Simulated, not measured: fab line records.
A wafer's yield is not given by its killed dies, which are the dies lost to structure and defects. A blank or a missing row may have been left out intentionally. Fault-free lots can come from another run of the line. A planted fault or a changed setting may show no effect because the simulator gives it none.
fab line records	flow nandHarc
record lots=6	wafers=18	lastDay=33
route steps=1302 shown P_M2@324 END@1302
lots that met no fault: from a run of the same line without faults
startH: start of the lot's first displayed wafer, in hours after the record's first day	waitH: time in hours since the lot's previous step	" identical to the entry in the row above	L1.1+2: several wafers, shown together as one row	- no value present, or no start provided	* or withheld: withheld	< > ~ a bound
route shown NAME@n: a module of which the file shows steps, and the number in the route of the first	usual: mean and standard deviation over wafers with no fault	same: alike in all rows	chamber/n: place in a boat	sites: per-site readings	_std_site: the standard deviation of these	_edge_site: inner sites' mean taken away from outer sites' mean	radiusMm: for every site, how far away it sits from the centre of the wafer	mask NAME#n: copy n	behind: the tool/chamber that last shaped the wafer	hold: why the lot went on hold/how many hours it stayed there/how the hold came to an end	device: whichever transistor did not switch (one of n, p or np)	end of line: the same wafers' tests at the end of the route	a step with no rows: only its recipe	killed: the dies lost at the first sort to structure and to defects; this is not the yield of the wafer	map: a wafer's dies, marking killed ones x, the rest . and places with no die _
set.NAME: the run value of the setting; set.NAME@STEP: its run value at that earlier step	model.NAME: the simulator's own value behind a step, which no gauge read
lots seen at some steps along the route; tables by step, rows by wafer
services: when a tool's chamber went out of use (startH, in hours from the record's first day, below 0 if earlier), for how many hours, and the reason
## steps
# step NHARC_P_M2_EBR_05
# step NHARC_P_M2_EXPOSE_06
# recipe na=1.35	targetCdNm=170	doseMj=80.78	maskId=P_M2
# step NHARC_P_M2_PEB_07
# recipe pebTempC=100	pebTimeS=65
# step NHARC_P_M2_DEVELOP_08
# recipe developTimeS=35	devTempC=23
# step NHARC_P_M2_CD_MEAS_09
# recipe targetCdNm=170	landingEnergyEv=500
# usual cdNm=170.0/0.48
lot.wafer	tool	chamber	startH	waitH	cdNm
L666.2	cdSem-03	0	143.65	-	170.0
L666.3	"	0	"	"	170.1
L666.4	"	0	"	"	169.5
L671.3	cdSem-03	0	190.34	-	170.1
L671.5	"	0	"	"	170.6
L671.6	"	0	"	"	170.2
L684.1	cdSem-01	0	318.36	-	170.4
L684.3	"	0	"	"	170.9
L684.5	"	0	"	"	170.2
L685.2	cdSem-02	0	332.44	-	170.3
L685.3	"	0	"	"	170.6
L685.4	"	0	"	"	170.1
L687.2	cdSem-02	0	355.82	-	170.7
L687.3	"	0	"	"	170.4
L687.4	"	0	"	"	170.4
L688.1	cdSem-03	0	363.25	-	169.8
L688.3	"	0	"	"	169.8
L688.5	"	0	"	"	169.1
# step NHARC_P_M2_OVL_MEAS_10
# recipe pitchNm=340
# usual overlayXNm=0.1/0.75	overlayYNm=0.1/0.73
lot.wafer	tool	chamber	startH	waitH	overlayXNm	overlayYNm
L666.2	overlay-02	-	143.74	-	-1.3	-0.9
L666.3	"	-	"	"	-1.4	-1.1
L666.4	"	-	"	"	-1.2	-0.9
L671.3	overlay-02	-	190.43	-	0.1	-0.6
L671.5	"	-	"	"	0.7	0.4
L671.6	"	-	"	"	0.1	0.1
L684.1	overlay-01	-	318.45	-	0.3	-0.9
L684.3	"	-	"	"	-0.2	-1.1
L684.5	"	-	"	"	-0.4	-0.9
L685.2	overlay-01	-	332.53	-	0.1	-0.2
L685.3	"	-	"	"	0.7	-0.4
L685.4	"	-	"	"	0.7	-0.7
L687.2	overlay-01	-	355.91	-	1.2	0.2
L687.3	"	-	"	"	1.2	-0.3
L687.4	"	-	"	"	1.0	0.1
L688.1	overlay-01	-	363.34	-	-0.7	-0.4
L688.3	"	-	"	"	0.5	0.2
L688.5	"	-	"	"	0.0	0.3
# step NHARC_P_M2_INSPECT_11
# usual rawDefectCount=4.5/2.4
lot.wafer	tool	chamber	startH	waitH	rawDefectCount
L666.2	defectInspect-02	-	143.78	0.0	9
L666.3	"	-	"	"	9
L666.4	"	-	"	"	4
L671.3	defectInspect-01	-	190.47	0.0	7
L671.5	"	-	"	"	7
L671.6	"	-	"	"	6
L684.1	defectInspect-02	-	318.48	0.0	9
L684.3	"	-	"	"	2
L684.5	"	-	"	"	0
L685.2	defectInspect-02	-	332.56	0.0	5
L685.3	"	-	"	"	5
L685.4	"	-	"	"	3
L687.2	defectInspect-01	-	355.95	0.0	5
L687.3	"	-	"	"	6
L687.4	"	-	"	"	8
L688.1	defectInspect-02	-	363.38	0.0	2
L688.3	"	-	"	"	5
L688.5	"	-	"	"	6
# step NHARC_P_M2_DESCUM_14
# recipe timeS=3	o2FlowSccm=200	arFlowSccm=0	biasPowerW=0	chemistry=O2
# usual drypumpMotorCurrentA=5.8/0.4	mfcArSccm=0.014/0.015	oesProductAu=1.002/0.0076	rfVppV=57.9/0.88	showerheadPlenumPTorr=1.93/0.082	throttleValvePct=11.311/0.01
lot.wafer	tool	chamber	startH	waitH	drypumpMotorCurrentA	mfcArSccm	oesProductAu	rfHoursCounterH	rfVppV	showerheadPlenumPTorr	throttleValvePct
L666.2	rieDiel-08	1	143.91	0.1	5.4	0.018	1.000	5	58.9	1.87	11.323
L666.4	"	2	"	"	5.4	0	1.007	5	58.4	1.93	11.323
L666.3	"	3	"	"	6.3	0.042	0.992	6	58.1	2.04	11.315
L671.3	rieDiel-08	0	190.55	0.1	5.6	0.020	1.005	8	56.6	1.83	11.317
L671.6	"	1	"	"	5.4	0.018	1.003	-	58.7	1.87	11.287
L671.5	"	2	"	"	5.4	0	1.004	-	57.8	1.93	11.321
L684.1	rieDiel-13	3	318.55	0.1	6.1	0	1.029	8	57.0	2.04	11.306
L684.3	"	0	"	"	6.2	0	1.005	8	59.0	1.99	11.309
L684.5	"	3	"	"	6.2	0	1.017	-	58.9	2.04	11.300
L685.4	rieDiel-08	2	332.63	0.1	5.4	0	1.004	6	57.5	1.93	11.333
L685.2	"	3	"	"	6.3	0.042	0.992	6	56.9	2.04	11.310
L685.3	"	0	"	"	5.6	0.020	1.007	6	58.8	1.83	11.303
L687.2	rieDiel-08	1	356.01	0.1	5.4	0.018	1.013	8	58.1	1.87	11.310
L687.3	"	2	"	"	5.4	0	1.000	8	56.8	1.93	11.292
L687.4	"	3	"	"	6.3	0.042	1.000	7	58.2	2.04	11.282
L688.3	rieDiel-08	3	363.45	0.1	6.4	0.042	0.997	8	58.4	2.04	11.299
L688.1	"	0	"	"	5.6	0.020	1.001	8	57.4	1.83	11.300
L688.5	"	3	"	"	6.3	0.042	0.994	-	59.0	2.04	11.287
# step NHARC_P_M2_ETCH_35
# recipe targetDepthA=400	overetchA=120	timeS=43.94	ionEnergyEv=200	n2FlowSccm=150	h2FlowSccm=150	arFlowSccm=0	rfW=400	biasW=150	chemistry=N2/H2
# usual drypumpMotorCurrentA=5.8/0.4	mfcArSccm=0.015/0.016	n2FlowSccm=150.1/0.43	oesProductAu=1.004/0.0076	rfVppV=430.9/2.7	runLengthS=65.1/0.39	showerheadPlenumPTorr=2.05/0.094	throttleValvePct=14.171/0.0094
lot.wafer	tool	chamber	startH	waitH	drypumpMotorCurrentA	mfcArSccm	n2FlowSccm	oesProductAu	rfHoursCounterH	rfVppV	runLengthS	showerheadPlenumPTorr	throttleValvePct
L666.3	rieDiel-08	0	144.00	0.1	5.6	0.020	150.2	1.002	6	427.4	64.6	1.95	14.178
L666.2	"	1	"	"	5.4	0.018	149.7	0.993	5	429.1	65.5	1.99	14.164
L666.4	"	2	"	"	5.3	0	149.8	1.019	5	431.7	65.5	2.06	14.179
L671.3	rieDiel-08	1	190.62	0.1	5.4	0.018	149.8	1.004	8	429.9	65.4	1.99	14.164
L671.6	"	3	"	"	6.3	0.042	149.9	1.003	-	433.5	65.8	2.18	14.175
L671.5	"	0	"	"	5.6	0.020	149.9	1.004	-	427.7	64.7	1.95	14.176
L684.3	rieDiel-13	2	318.63	0.1	5.8	0.028	150.1	1.021	7	431.3	64.6	2.08	14.165
L684.1	"	3	"	"	6.1	0	150.0	1.017	8	435.0	65.2	2.17	14.172
L684.5	"	1	"	"	6.3	0	149.8	1.004	-	427.4	64.8	1.99	14.168
L685.4	rieDiel-08	1	332.71	0.1	5.4	0.018	150.2	1.000	7	429.2	65.4	1.99	14.170
L685.3	"	2	"	"	5.4	0	150.2	1.007	6	431.7	65.3	2.06	14.169
L685.2	"	0	"	"	5.6	0.020	149.9	1.005	6	429.1	65.3	1.94	14.157
L687.4	rieDiel-08	3	356.09	0.1	6.3	0.042	150.0	0.988	7	435.3	65.3	2.18	14.168
L687.2	"	1	"	"	5.5	0.018	150.2	1.010	8	428.7	65.5	1.99	14.155
L687.3	"	2	"	"	5.4	0	150.7	0.996	8	431.0	65.4	2.06	14.172
L688.3	rieDiel-08	0	363.53	0.1	5.6	0.020	150.3	0.995	8	429.1	64.8	1.94	14.154
L688.1	"	3	"	"	6.3	0.042	149.9	0.985	8	433.9	65.4	2.18	14.173
L688.5	"	0	"	"	5.6	0.020	149.4	1.003	-	427.4	65.0	1.94	14.168
# step NHARC_P_M2_ETCH_15
# recipe targetDepthA=1825	timeS=91.2	c4f8FlowSccm=withheld	arFlowSccm=400	rfW=600	biasW=300	chemistry=C4F8/Ar
# usual oesProductAu=0.946/0.021	rfVppV=441.2/2.6	runLengthS=112.4/0.37
lot.wafer	tool	chamber	startH	waitH	oesProductAu	rfHoursCounterH	rfVppV	runLengthS
L666.3	rieDiel-08	3	-	-	0.916	6	445.2	112.7
L666.2	"	0	"	"	0.936	6	439.0	112.2
L666.4	"	1	"	"	0.917	5	439.3	112.9
L671.3	rieDiel-08	3	-	-	0.980	9	445.2	112.4
L671.5	"	1	"	"	0.960	-	440.7	112.5
L671.6	"	2	"	"	0.969	-	441.7	113.0
L684.3	rieDiel-13	0	-	-	0.915	8	443.2	112.8
L684.1	"	2	"	"	0.932	8	441.5	111.8
L684.5	"	3	"	"	0.939	-	443.9	112.8
L685.2	rieDiel-08	2	-	-	0.922	6	441.5	112.9
L685.4	"	0	"	"	0.977	6	438.8	112.6
L685.3	"	1	"	"	0.939	7	439.5	112.9
L687.2	rieDiel-08	3	-	-	0.964	7	444.3	112.8
L687.4	"	0	"	"	0.959	7	437.6	112.1
L687.3	"	1	"	"	0.948	8	438.7	112.5
L688.3	rieDiel-08	1	-	-	0.979	8	438.7	112.9
L688.1	"	2	"	"	0.972	8	440.2	112.6
L688.5	"	2	"	"	0.958	-	441.6	112.7
# step NHARC_P_M2_CD_MEAS_16
# usual cdNm=169.8/0.67
lot.wafer	tool	chamber	startH	waitH	cdNm
L666.2	cdSem-01	-	144.21	-	169.1
L666.3	"	-	"	"	169.1
L666.4	"	-	"	"	168.6
L671.3	cdSem-02	-	190.83	-	169.9
L671.5	"	-	"	"	169.4
L671.6	"	-	"	"	169.2
L684.1	cdSem-02	-	318.85	-	171.0
L684.3	"	-	"	"	171.0
L684.5	"	-	"	"	170.3
L685.2	cdSem-02	-	332.93	-	170.1
L685.3	"	-	"	"	170.6
L685.4	"	-	"	"	170.0
L687.2	cdSem-01	-	356.31	-	170.8
L687.3	"	-	"	"	170.8
L687.4	"	-	"	"	170.4
L688.1	cdSem-02	-	363.75	-	169.3
L688.3	"	-	"	"	169.7
L688.5	"	-	"	"	169.2
# step NHARC_P_M2_STRIP_18
# recipe powerW=1000	n2FlowSccm=150	h2FlowSccm=150	arFlowSccm=0	biasW=0	chemistry=N2/H2
# usual drypumpMotorCurrentA=5.9/0.36	mfcArSccm=0.010/0.014	n2FlowSccm=150.0/0.46	oesProductAu=1.005/0.0082	rfVppV=90.8/0.95	showerheadPlenumPTorr=2.06/0.093	throttleValvePct=14.171/0.009
lot.wafer	tool	chamber	startH	waitH	drypumpMotorCurrentA	mfcArSccm	n2FlowSccm	oesProductAu	rfHoursCounterH	rfVppV	showerheadPlenumPTorr	throttleValvePct
L666.3	rieDiel-13	0	144.29	0.1	6.2	0	149.3	0.998	8	91.2	2.12	14.167
L666.2	"	2	"	"	5.9	0.028	149.8	1.012	9	90.5	2.08	14.172
L666.4	"	3	"	"	6.1	0	149.7	1.005	8	89.2	2.18	14.175
L671.3	rieDiel-09	1	190.93	0.1	6.2	0	150.8	0.990	4	89.1	2.02	14.162
L671.6	"	0	"	"	6.2	0	150.6	1.005	-	90.3	2.19	14.164
L671.5	"	1	"	"	6.2	0	150.2	1.007	-	90.8	2.02	14.168
L684.1	rieDiel-09	2	318.92	0.1	5.3	0	149.9	1.004	13	91.2	1.92	14.172
L684.3	"	3	"	"	6.1	0.026	149.1	1.011	13	90.4	2.10	14.158
L684.5	"	3	"	"	6.1	0.026	149.7	1.008	-	91.2	2.10	14.182
L685.3	rieDiel-09	2	333.00	0.1	5.3	0	151.1	1.009	1	89.9	1.92	14.169
L685.2	"	3	"	"	6.1	0.026	149.9	1.002	1	90.6	2.10	14.165
L685.4	"	0	"	"	6.2	0	149.8	0.989	1	92.9	2.19	14.179
L687.2	rieDiel-08	0	356.39	0.1	5.6	0.020	149.8	1.015	8	89.9	1.94	14.155
L687.4	"	2	"	"	5.3	0	150.3	0.999	8	90.2	2.06	14.157
L687.3	"	3	"	"	6.4	0.042	150.0	1.004	7	91.4	2.18	14.181
L688.1	rieDiel-08	0	363.85	0.1	5.6	0.020	149.4	1.013	8	90.4	1.94	14.163
L688.3	"	2	"	"	5.4	0	149.5	1.001	8	91.9	2.06	14.154
L688.5	"	0	"	"	5.6	0.020	149.4	1.021	-	89.8	1.94	14.174
# step NHARC_P_M2_ETCH_28
# recipe targetDepthA=300	overEtchFrac=0.3	timeS=72.99	ionEnergyEv=150	cf4FlowSccm=50	n2FlowSccm=100	arFlowSccm=150	rfW=300	biasW=100	chemistry=CF4/N2
# usual drypumpMotorCurrentA=5.9/0.36	mfcArSccm=149.9/0.51	n2FlowSccm=100.0/0.32	oesProductAu=1.004/0.0085	rfVppV=314.6/2.1	runLengthS=94.1/0.4	showerheadPlenumPTorr=2.66/0.11	throttleValvePct=19.794/0.0094
# same overEtchFrac=0.3
lot.wafer	tool	chamber	startH	waitH	drypumpMotorCurrentA	mfcArSccm	n2FlowSccm	oesProductAu	rfHoursCounterH	rfVppV	runLengthS	showerheadPlenumPTorr	throttleValvePct
L666.4	rieDiel-13	0	144.53	-	6.2	150.2	100.2	0.993	8	314.8	94.8	2.72	19.792
L666.2	"	2	"	"	5.8	150.1	100.3	1.009	9	314.1	93.6	2.67	19.797
L666.3	"	3	"	"	6.2	150.7	99.9	0.998	8	316.7	93.9	2.79	19.797
L671.3	rieDiel-09	1	191.17	-	6.2	149.5	100.1	0.994	4	313.1	94.4	2.60	19.773
L671.5	"	2	"	"	5.4	150.4	101.0	1.015	-	311.0	93.9	2.49	19.792
L671.6	"	3	"	"	6.1	149.8	100.2	1.010	-	315.2	93.6	2.70	19.800
L684.1	rieDiel-09	1	319.16	-	6.2	150.6	100.1	0.994	14	312.9	93.9	2.60	19.797
L684.3	"	2	"	"	5.3	149.7	99.8	0.999	13	312.6	76.5	2.48	19.791
L684.5	"	1	"	"	6.2	149.8	100.2	1.008	-	314.6	94.1	2.60	19.784
L685.4	rieDiel-09	1	333.24	-	6.2	149.3	100.0	0.999	1	314.0	76.8	2.59	19.795
L685.2	"	2	"	"	5.3	150.8	100.2	0.999	1	314.0	93.8	2.48	19.789
L685.3	"	0	"	"	6.2	149.9	99.7	0.997	1	317.2	76.4	2.80	19.771
L687.2	rieDiel-08	3	356.63	-	6.3	150.8	99.6	0.995	7	316.2	94.8	2.79	19.798
L687.3	"	0	"	"	5.6	150.0	100.0	1.011	8	311.1	93.9	2.51	19.809
L687.4	"	2	"	"	5.3	150.9	99.9	1.008	8	314.2	94.6	2.65	19.786
L688.3	rieDiel-08	3	364.06	-	6.3	149.5	99.9	0.985	8	317.4	94.3	2.79	19.809
L688.1	"	2	"	"	5.3	149.9	99.5	0.991	8	315.3	94.4	2.65	19.791
L688.5	"	0	"	"	5.6	150.1	100.4	0.993	-	312.5	93.9	2.51	19.793
# step NHARC_P_M2_STRIP_19
# recipe timeS=600	tempC=30	chemistry=postEtchResidueRemover
# step NHARC_END_SORT_01
# recipe tempC=25
# usual defectLimitedYield=91.1/2.8	killedAtArray=56/19	killedAtOther=1.0/1.5	killedAtPeriphery=3.4/2.4	killedDies=60/19	killedOpen=3.3/1.8	killedShort=2.4/1.7	sort_bin_2_pct=3.2/1.3	sort_bin_3_pct=0.7/0.39	sort_bin_4_pct=4.9/1.6	sortNPass=617/19	sortRimYieldPct=89/4.2	sortYieldPct=91.1/2.8
# same grossDies=677	sort_bin_5_pct[%]=0	sort_bin_6_pct[%]=0	sort_bin_7_pct[%]=0	sort_bin_8_pct[%]=0	sortRimNGross=106.00
lot.wafer	tool	chamber	startH	waitH	defectLimitedYield[%]	killedAtArray	killedAtOther	killedAtPeriphery	killedDies	killedOpen	killedShort	sort_bin_2_pct[%]	sort_bin_3_pct[%]	sort_bin_4_pct[%]	sortNPass	sortRimYieldPct[%]	sortYieldPct[%]
L671.3	prober-02	0	633.28	3.1	94.1	34	3	3	40	3	0	1.9	0.1	3.8	637	94	94.1
L671.5	prober-02	0	634.85	3.7	95.4	25	0	6	31	2	1	1.5	0.4	2.7	646	92	95.4
L671.6	prober-02	0	635.64	3.9	92.0	51	0	3	54	5	4	2.4	0.4	5.2	623	90	92.0
L684.1	prober-01	0	761.44	2.5	89.7	60	2	8	70	5	5	3.5	1.2	5.6	607	84	89.7
L684.3	prober-01	0	763.04	3.1	90.1	64	2	1	67	2	2	4.7	0.9	4.3	610	85	90.1
L684.5	prober-01	0	764.65	3.7	91.0	58	1	2	61	4	0	3.2	1.0	4.7	616	91	91.0
L685.2	prober-02	0	769.75	2.8	93.5	42	0	2	44	2	3	2.8	0.7	3.0	633	88	93.5
L685.3	prober-02	0	770.54	3.1	92.2	51	0	2	53	2	1	2.5	0.4	4.9	624	86	92.2
L685.4	prober-02	0	771.34	3.4	93.1	45	0	2	47	2	4	3.2	0.3	3.4	630	89	93.1
L687.2	prober-02	0	782.05	2.8	94.2	33	2	4	39	3	1	3.0	0.1	2.7	638	91	94.2
L687.3	prober-02	0	782.84	3.1	90.7	55	1	7	63	7	2	3.8	0.4	5.0	614	76	90.7
L687.4	prober-02	0	783.64	3.4	91.1	52	2	6	60	3	1	4.1	0.6	4.1	617	82	91.1
L688.1	prober-02	0	794.77	2.5	93.8	37	4	1	42	2	3	2.8	0.9	2.5	635	86	93.8
L688.3	prober-02	0	796.40	3.1	91.6	48	4	5	57	5	3	2.8	0.7	4.9	620	85	91.6
L688.5	prober-02	0	798.03	3.8	92.5	45	1	5	51	6	0	2.5	1.2	3.8	626	86	92.5
# killed by level:class
L671.3 A_SLIT:chamberFilmFlake=17 A_CHANNEL_HOLE_D2:chamberFilmFlake=6 A_CHANNEL_HOLE_D1:chamberFilmFlake=4 A_STAIRCASE:chamberFilmFlake=3 P_GATE:chamberFilmFlake=2 THIN_TSV:chamberFilmFlake=2 A_WL_FILL:geometricParticle:open=1 A_BLC:geometricParticle:open=1
L671.5 A_SLIT:chamberFilmFlake=11 A_CHANNEL_HOLE_D2:chamberFilmFlake=8 P_GATE:chamberFilmFlake=3 A_CHANNEL_HOLE_D1:chamberFilmFlake=2 A_ONON_D1:geometricParticle:open=1 A_CHANNEL_HOLE_D1:geometricParticle:short=1 A_M0:geometricParticle:open=1 P_ZERO_WELL:chamberFilmFlake=1
L671.6 A_SLIT:chamberFilmFlake=30 A_CHANNEL_HOLE_D2:chamberFilmFlake=6 A_BONDPAD:chamberFilmFlake=4 P_GATE:geometricParticle:open=1 P_M0:geometricParticle:short=1 A_ONON_D1:geometricParticle:short=1 A_DECK1_JOINT:geometricParticle:short=1 A_CHANNEL_HOLE_D2:geometricParticle:open=1
L684.1 A_CHANNEL_HOLE_D1:chamberFilmFlake=28 A_CHANNEL_HOLE_D2:chamberFilmFlake=21 P_M1:geometricParticle:open=2 A_SGD_CUT:geometricParticle:short=2 P_STI:chamberFilmFlake=2 P_CONTACT:chamberFilmFlake=2 A_SLIT:chamberFilmFlake=2 THIN_TSV:chamberFilmFlake=2
L684.3 A_CHANNEL_HOLE_D1:chamberFilmFlake=32 A_CHANNEL_HOLE_D2:chamberFilmFlake=17 A_CONTACT:chamberFilmFlake=5 A_STAIRCASE:chamberFilmFlake=3 A_ONON_D1:geometricParticle:short=2 A_SLIT:chamberFilmFlake=2 THIN_TSV:chamberFilmFlake=2 A_CHANNEL_FILL_D1:geometricParticle:open=1
L684.5 A_CHANNEL_HOLE_D1:chamberFilmFlake=26 A_CHANNEL_HOLE_D2:chamberFilmFlake=19 A_SLIT:chamberFilmFlake=6 A_WL_FILL:geometricParticle:open=2 P_M0:geometricParticle:open=1 A_ONON_D1:geometricParticle:open=1 P_GATE:chamberFilmFlake=1 A_DECK1_JOINT:chamberFilmFlake=1
L685.2 A_SLIT:chamberFilmFlake=24 A_CHANNEL_HOLE_D1:chamberFilmFlake=5 A_STAIRCASE:chamberFilmFlake=5 A_CONTACT:chamberFilmFlake=3 A_DECK1_JOINT:geometricParticle:short=2 P_CONTACT:geometricParticle:short=1 P_M2:geometricParticle:open=1 A_BLC:geometricParticle:open=1
L685.3 A_SLIT:chamberFilmFlake=23 A_CHANNEL_HOLE_D1:chamberFilmFlake=12 A_STAIRCASE:chamberFilmFlake=7 A_CONTACT:chamberFilmFlake=6 P_CONTACT:geometricParticle:open=1 A_ONON_D1:geometricParticle:open=1 A_SGD_CUT:geometricParticle:short=1 P_M2:chamberFilmFlake=1
L685.4 A_SLIT:chamberFilmFlake=18 A_CHANNEL_HOLE_D1:chamberFilmFlake=12 A_STAIRCASE:chamberFilmFlake=7 A_CONTACT:chamberFilmFlake=3 P_CONTACT:geometricParticle:short=1 P_M0:geometricParticle:open=1 A_SOURCE_PLATE:geometricParticle:short=1 A_CHANNEL_HOLE_D1:geometricParticle:short=1
L687.2 A_SLIT:chamberFilmFlake=11 A_CHANNEL_HOLE_D1:chamberFilmFlake=11 A_CONTACT:chamberFilmFlake=7 P_STI:chamberFilmFlake=2 THIN_TSV:chamberFilmFlake=2 P_M0:geometricParticle:open=1 A_ONON_D1:geometricParticle:open=1 A_BLC:geometricParticle:open=1
L687.3 A_SLIT:chamberFilmFlake=26 A_CHANNEL_HOLE_D1:chamberFilmFlake=13 A_CONTACT:chamberFilmFlake=4 A_STAIRCASE:chamberFilmFlake=3 P_CONTACT:geometricParticle:open=2 P_M0:geometricParticle:open=2 A_CHANNEL_FILL_D2:geometricParticle:open=2 P_GATE:chamberFilmFlake=2
L687.4 A_SLIT:chamberFilmFlake=21 A_CHANNEL_HOLE_D1:chamberFilmFlake=14 A_CONTACT:chamberFilmFlake=11 P_STI:chamberFilmFlake=5 THIN_TSV:chamberFilmFlake=2 P_CONTACT:geometricParticle:short=1 A_WL_FILL:geometricParticle:open=1 A_CONTACT:geometricParticle:open=1
L688.1 A_SLIT:chamberFilmFlake=17 A_CHANNEL_HOLE_D1:chamberFilmFlake=7 THIN_TSV:chamberFilmFlake=4 A_CONTACT:chamberFilmFlake=3 A_SOURCE_PLATE:geometricParticle:open=1 A_CHANNEL_FILL_D1:geometricParticle:short=1 A_CHANNEL_FILL_D2:geometricParticle:short=1 A_SGD_CUT:geometricParticle:short=1
L688.3 A_SLIT:chamberFilmFlake=16 A_CHANNEL_HOLE_D1:chamberFilmFlake=10 A_CONTACT:chamberFilmFlake=9 THIN_TSV:chamberFilmFlake=4 P_GATE:chamberFilmFlake=3 A_STAIRCASE:chamberFilmFlake=3 A_DECK1_JOINT:chamberFilmFlake=3 A_CHANNEL_FILL_D2:geometricParticle:open=2
L688.5 A_SLIT:chamberFilmFlake=17 A_CHANNEL_HOLE_D1:chamberFilmFlake=8 A_CONTACT:chamberFilmFlake=6 P_GATE:chamberFilmFlake=3 A_STAIRCASE:chamberFilmFlake=3 A_CHANNEL_FILL_D1:geometricParticle:open=2 P_STI:chamberFilmFlake=2 A_DECK1_JOINT:chamberFilmFlake=2
## services
tool	chamber	startH	hours	kind
rieDiel-08	0	120.89	-	clean
rieDiel-08	1	120.89	-	clean
rieDiel-08	2	120.89	-	clean
rieDiel-08	3	120.89	-	clean
rieDiel-08	2	121.62	17.2	repair
rieDiel-09	1	127.52	2.6	repair
rieDiel-09	-	143.10	9.0	pm
rieDiel-08	0	145.39	-	clean
rieDiel-08	1	145.39	-	clean
rieDiel-08	2	145.39	-	clean
rieDiel-08	3	145.39	-	clean
rieDiel-13	3	156.05	14.0	repair
rieDiel-13	-	165.00	9.0	pm
rieDiel-08	3	165.07	2.4	repair
rieDiel-08	2	171.39	3.1	repair
rieDiel-08	-	190.88	9.0	pm
rieDiel-08	-	203.60	4.1	repair
rieDiel-09	-	209.94	1.5	repair
rieDiel-08	0	243.24	6.7	repair
rieDiel-13	3	255.16	5.2	repair
rieDiel-13	-	304.13	1.0	repair
rieDiel-09	-	320.10	9.0	pm
rieDiel-13	3	341.83	5.2	repair
rieDiel-13	-	342.00	9.0	pm
## key
firstSign step=NHARC_P_M2_ETCH_28	reading=runLengthS	direction=down	sigmas=44	usual=*	struck=*
effect none on later readings
metAt NHARC_P_M2_ETCH_28
struckWafers L684.3,L685.3,L685.4
onsetBetween 191.17 319.16
fault kind=processParameterDrift	tool=rieDiel-09	chamber=-	onsetH=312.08	steps=NHARC_P_M2_ETCH_28	channel=timeS	offset=*	shape=step	endH=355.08	scope=struckWafersOnly	actsIn=*	stated=*
